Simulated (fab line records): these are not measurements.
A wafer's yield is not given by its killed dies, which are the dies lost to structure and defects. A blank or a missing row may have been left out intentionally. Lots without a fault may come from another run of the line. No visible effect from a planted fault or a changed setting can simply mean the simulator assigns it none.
fab line records | flow nand_harc
record: lots: 13 wafers: 37 last_day: 34
route steps=1302 shown A_ZERO_WELL@405 A_SOURCE_PLATE@423 A_ONON_D1@436
lots with no fault: from the same line, run without faults
start_h: hours from the record's first day to the start of the lot's first wafer shown | wait_h: hours since the lot's step before | " repeats the value in the row above | L1.1+2: a single row standing in for several wafers | - value missing, or start not given | * or withheld: withheld | < > ~ a bound
route shown NAME@n: names a module that has steps shown in the file, with the first one's number in the route | usual: mean and standard deviation over wafers with no fault | same: alike in all rows | chamber/n: place in a boat | sites: readings site by site | _std_site: the values' standard deviation | _edge_site: inner sites' mean taken away from outer sites' mean | radius_mm: for every site, how far away it sits from the centre of the wafer | mask NAME#n: copy n | behind: the last tool/chamber to shape the wafer | hold: what put the lot on hold/how long, in hours/how the hold closed | device: the n, p or np transistor that did not switch | end of line: the tests these same wafers got at the end of their route | a step with no rows: only its recipe | killed: not the wafer's yield, but the dies lost to structure and defects at the first sort | map: per-die view of a wafer (x killed, . not killed, _ where there is no die)
set.NAME: the setting that was run; set.NAME@STEP: the one run at that earlier step | model.NAME: the simulator's own value behind a step, which no gauge read
steps of the route over a sample of lots; a table a step, a row a wafer
services: a tool's chamber out of use, with start hour (start_h, from the record's first day; less than 0 if before it), hours out, and reason
== steps ==
step: NHARC_A_ZERO_WELL_ETCH_13
recipe: target_depth_a: 1200 time_s: 40.1 hbr_flow_sccm: 150 cl2_flow_sccm: 50 rf_w: 400 icp_w: 400 bias_w: 100 chemistry: HBr/Cl2
usual: drypump_motor_current_A: 5.6/0.41 oes_product_au: 1.000/0.0099 rf_fwd_power_W: 395.4/1.9 throttle_valve_pct: 26.405/0.0097
columns lot.wafer tool chamber start_h wait_h drypump_motor_current_A oes_product_au rf_fwd_power_W rf_hours_counter_h throttle_valve_pct
L659.2 rie_si-03 0 138.82 - 5.9 1.014 396.0 0.2 26.409
L659.4 " 1 " " 5.1 1.006 396.6 0.2 26.409
L659.5 " 0 " " 5.9 1.011 395.8 - 26.397
L661.2 rie_si-02 1 159.61 - 5.3 1.007 388.7 0.3 26.408
L661.1 " 2 " " 5.5 1.002 395.0 0.3 26.425
L661.6 " 0 " " 6.1 0.994 394.7 - 26.414
L662.1 rie_si-03 3 171.43 - 5.9 1.002 392.1 0.5 26.390
L662.4 " 0 " " 5.9 1.016 394.3 0.5 26.410
L662.6 " 1 " " 5.1 1.004 397.8 - 26.385
L663.3 rie_si-02 1 172.03 - 5.3 1.013 394.0 0.4 26.431
L663.1 " 2 " " 5.5 1.005 394.0 0.4 26.399
L663.5 " 2 " " 5.5 1.006 392.9 - 26.415
L664.4 rie_si-06 0 187.19 - 5.2 1.016 396.0 0.8 26.430
L664.6 " 2 " " 5.6 0.981 397.1 - 26.388
L664.5 " 3 " " 6.2 1.006 394.3 - 26.403
L665.4 rie_si-03 3 201.82 - 5.9 0.991 391.4 0.7 26.403
L665.2 " 2 " " 5.9 0.994 395.3 0.6 26.382
L665.5 " 3 " " 5.9 0.989 393.1 - 26.417
L667.3 rie_si-03 2 220.77 - 6.0 1.004 398.1 0.7 26.394
L667.4 " 0 " " 5.9 1.014 395.2 0.8 26.405
L667.1 " 1 " " 5.1 1.009 396.4 0.7 26.409
L673.1 rie_si-06 2 279.68 - 5.6 0.995 397.6 0.2 26.405
L677.4 rie_si-02 0 313.63 - 6.2 1.014 393.0 0.2 26.406
L677.1 " 1 " " 5.4 0.974 393.6 0.2 26.388
L677.5 " 3 " " 6.0 1.002 397.1 - 26.412
L679.4 rie_si-02 0 346.19 - 6.2 1.010 394.3 0.3 26.393
L679.2 " 1 " " 5.4 0.978 394.5 0.4 26.410
L679.5 " 2 " " 5.5 1.014 393.4 - 26.404
L680.4 rie_si-06 2 346.72 - 5.6 0.992 398.0 0.7 26.409
L680.5 " 3 " " 6.2 0.994 395.6 - 26.392
L680.6 " 0 " " 5.2 0.999 397.6 - 26.396
L681.2 rie_si-06 2 358.04 - 5.6 0.986 395.7 0.7 26.405
L681.4 " 3 " " 6.2 1.005 395.8 0.8 26.409
L681.5 " 1 " " 5.0 0.996 394.0 - 26.406
L682.1 rie_si-06 3 369.98 - 6.2 1.000 393.7 0.9 26.413
L682.2 " 0 " " 5.2 0.999 397.1 0.9 26.403
L682.5 " 1 " " 5.1 1.003 396.3 - 26.415
step: NHARC_A_SOURCE_PLATE_INSPECT_08
usual: raw_defect_count: 64/26
columns lot.wafer tool chamber start_h wait_h raw_defect_count
L659.2 defect_inspect-02 - 158.96 0.0 56
L659.4 " - " " 45
L659.5 " - " " 42
L661.1 defect_inspect-01 - 181.10 0.0 42
L661.2 " - " " 97
L661.6 " - " " 33
L662.1 defect_inspect-02 - 192.24 0.0 65
L662.4 " - " " 79
L662.6 " - " " 84
L663.1 defect_inspect-02 - 192.26 0.0 38
L663.3 " - " " 43
L663.5 " - " " 56
L664.4 defect_inspect-01 - 208.71 0.0 54
L664.5 " - " " 36
L664.6 " - " " 53
L665.2 defect_inspect-02 - 225.39 0.0 77
L665.4 " - " " 95
L665.5 " - " " 141
L667.1 defect_inspect-02 - 242.56 0.0 76
L667.3 " - " " 63
L667.4 " - " " 54
L673.1 defect_inspect-02 - 303.69 0.0 38
L677.1 defect_inspect-01 - 336.55 0.0 120
L677.4 " - " " 96
L677.5 " - " " 64
L679.2 defect_inspect-02 - 368.45 0.0 97
L679.4 " - " " 100
L679.5 " - " " 90
L680.4 defect_inspect-01 - 368.45 0.0 39
L680.5 " - " " 55
L680.6 " - " " 57
L681.2 defect_inspect-02 - 381.21 0.0 83
L681.4 " - " " 49
L681.5 " - " " 61
L682.1 defect_inspect-01 - 393.85 0.0 53
L682.2 " - " " 34
L682.5 " - " " 71
step: NHARC_A_ONON_D1_DEP_16
recipe: target_thk_a: 10000 n2_flow_sccm: 2750 n2o_flow_sccm: 2000 nh3_flow_sccm: 500 sih4_flow_sccm: 210 temp_c: 400
usual: susceptor_temp_C: 400.03/0.23
columns lot.wafer tool chamber start_h wait_h susceptor_temp_C
L659.2 pecvd_onon-04 0 169.30 0.1 399.93
L659.4 " 0 " " 400.15
L659.5 " 0 " " 400.03
L661.1 pecvd_onon-01 0 191.48 0.1 400.17
L661.2 " 0 " " 400.27
L661.6 " 0 " " 400.26
L662.1 pecvd_onon-01 0 202.19 0.1 400.11
L662.4 " 0 " " 399.83
L662.6 " 0 " " 399.60
L663.1 pecvd_onon-04 0 202.19 0.1 399.83
L663.3 " 0 " " 399.53
L663.5 " 0 " " 399.94
L664.4 pecvd_onon-03 0 219.05 0.2 400.53
L664.5 " 0 " " 400.00
L664.6 " 0 " " 400.08
L665.2 pecvd_onon-01 0 236.56 0.1 400.54
L665.4 " 0 " " 399.80
L665.5 " 0 " " 400.16
L667.1 pecvd_onon-04 0 252.60 0.1 400.02
L667.3 " 0 " " 400.13
L667.4 " 0 " " 399.84
L673.1 pecvd_onon-01 0 313.89 0.1 399.97
L677.1 pecvd_onon-03 0 347.57 0.1 400.13
L677.4 " 0 " " 400.11
L677.5 " 0 " " 399.95
L679.2 pecvd_onon-01 0 378.45 0.1 399.93
L679.4 " 0 " " 400.11
L679.5 " 0 " " 400.06
L680.4 pecvd_onon-03 0 378.57 0.2 399.65
L680.5 " 0 " " 399.81
L680.6 " 0 " " 399.72
L681.2 pecvd_onon-01 0 391.37 0.1 399.95
L681.4 " 0 " " 399.78
L681.5 " 0 " " 400.19
L682.1 pecvd_onon-01 0 407.43 0.1 399.98
L682.2 " 0 " " 400.61
L682.5 " 0 " " 400.12
step: NHARC_A_ONON_D1_THK_MEAS_18
recipe: thk_meas_gauge: ellipsometry
usual: thk_nm: 997/10
columns lot.wafer tool chamber start_h wait_h hold thk_nm
L659.2 film_metro-02 - 169.75 - - 998
L659.4 " - " " - 999
L659.5 " - " " - 1000
L661.1 film_metro-01 - 191.99 - - 998
L661.2 " - " " - 998
L661.6 " - " " - 998
L662.1 film_metro-02 - 202.70 - - 1008
L662.4 " - " " - 1009
L662.6 " - " " - 1009
L663.1 film_metro-01 - 202.70 - - 1012
L663.3 " - " " - 1011
L663.5 " - " " - 1010
L664.4 film_metro-02 - 219.38 - - 1006
L664.5 " - " " - 1006
L664.6 " - " " - 1007
L665.2 film_metro-02 - 237.01 - - 994
L665.4 " - " " - 996
L665.5 " - " " - 996
L667.1 film_metro-02 - 253.11 - - 1018
L667.3 " - " " - 1018
L667.4 " - " " - 1016
L673.1 film_metro-01 - 314.40 - await_dispo/0.2h/release 676
L673.1 film_metro-01 - 314.57 0.2 - 674
L677.1 film_metro-01 - 348.08 - - 997
L677.4 " - " " - 995
L677.5 " - " " - 996
L679.2 film_metro-01 - 378.90 - - 986
L679.4 " - " " - 987
L679.5 " - " " - 987
L680.4 film_metro-01 - 378.91 - - 1003
L680.5 " - " " - 1002
L680.6 " - " " - 1003
L681.2 film_metro-01 - 391.83 - - 986
L681.4 " - " " - 986
L681.5 " - " " - 987
L682.1 film_metro-02 - 407.95 - - 994
L682.2 " - " " - 994
L682.5 " - " " - 993
step: NHARC_A_ONON_D1_INSPECT_32
usual: raw_defect_count: 76/27
columns lot.wafer tool chamber start_h wait_h raw_defect_count
L659.2 defect_inspect-02 - 172.58 0.0 69
L659.4 " - " " 56
L659.5 " - " " 70
L661.1 defect_inspect-01 - 194.84 0.0 53
L661.2 " - " " 95
L661.6 " - " " 57
L662.1 defect_inspect-02 - 205.49 0.0 82
L662.4 " - " " 92
L662.6 " - " " 94
L663.1 defect_inspect-02 - 205.58 0.0 45
L663.3 " - " " 52
L663.5 " - " " 67
L664.4 defect_inspect-01 - 222.18 0.0 66
L664.5 " - " " 39
L664.6 " - " " 60
L665.2 defect_inspect-01 - 239.81 0.0 86
L665.4 " - " " 121
L665.5 " - " " 149
L667.1 defect_inspect-01 - 255.91 0.0 92
L667.3 " - " " 67
L667.4 " - " " 63
L673.1 defect_inspect-02 - 322.56 0.0 45
L677.1 defect_inspect-02 - 350.88 0.0 137
L677.4 " - " " 126
L677.5 " - " " 68
L679.2 defect_inspect-02 - 381.70 0.0 105
L679.4 " - " " 115
L679.5 " - " " 103
L680.4 defect_inspect-02 - 381.71 0.0 51
L680.5 " - " " 68
L680.6 " - " " 65
L681.2 defect_inspect-02 - 394.65 0.0 95
L681.4 " - " " 54
L681.5 " - " " 63
L682.1 defect_inspect-01 - 410.77 0.0 69
L682.2 " - " " 60
L682.5 " - " " 89
== services ==
columns tool chamber start_h hours kind
pecvd_onon-04 - 130.12 13.0 pm
rie_si-03 0 135.97 1.3 repair
rie_si-06 2 216.35 7.1 repair
pecvd_onon-03 - 227.00 13.0 pm
rie_si-02 1 229.73 5.9 repair
rie_si-06 - 249.31 9.0 pm
rie_si-06 0 249.31 9.0 vent_cycle
rie_si-06 1 249.31 9.0 vent_cycle
rie_si-06 2 249.31 9.0 vent_cycle
rie_si-06 3 249.31 9.0 vent_cycle
rie_si-06 0 258.31 - clean
rie_si-06 1 258.31 - clean
rie_si-06 2 258.31 - clean
rie_si-06 3 258.31 - clean
pecvd_onon-01 - 269.39 13.0 pm
rie_si-03 - 276.48 9.0 pm
rie_si-03 0 276.48 9.0 vent_cycle
rie_si-03 1 276.48 9.0 vent_cycle
rie_si-02 - 277.00 9.0 pm
rie_si-03 - 292.15 29.7 repair
pecvd_onon-04 - 311.12 13.0 pm
rie_si-03 - 341.99 0.5 repair
rie_si-03 3 364.62 2.8 repair
pecvd_onon-04 - 388.29 1.1 repair
== key ==
first_sign: step: NHARC_A_ONON_D1_THK_MEAS_18 reading: visit direction: added
effect: step: NHARC_A_ONON_D1_THK_MEAS_18 reading: thk_nm direction: down sigmas: 32 usual: 997 struck: 676
met_at NHARC_A_ONON_D1_DEP_16
struck_lots L673
struck_wafers L673.1
later_rows_left_out L673.1
sort_left_out L673.1
tester_left_out L673
not_acting_at NHARC_A_ZERO_WELL_ETCH_13,NHARC_A_SOURCE_PLATE_INSPECT_08,NHARC_A_ONON_D1_INSPECT_32
onset_between 236.56 313.89
fault: kind: process_parameter_drift tool: pecvd_onon-01 chamber: - onset_h: 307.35 steps: NHARC_A_ONON_D1_DEP_16 channel: target_thk_a offset: * shape: step end_h: 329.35 scope: struck_wafers_only acts_in: * stated: *
tester_left_out: of these lots the tester's yield and bins aren't shown, on N5 and GAA mostly nor the transistor test; their killed dies are dies lost to structure and defects alone, not to doping, threshold or leakage, so they don't give the yield
sort_left_out: the simulated sort isn't trusted on such a fault, so these wafers' sort isn't shown, and their yield isn't known
later_rows_left_out: the simulator's readings of these wafers behind a module that went badly wrong aren't trusted and aren't shown, but for the sort
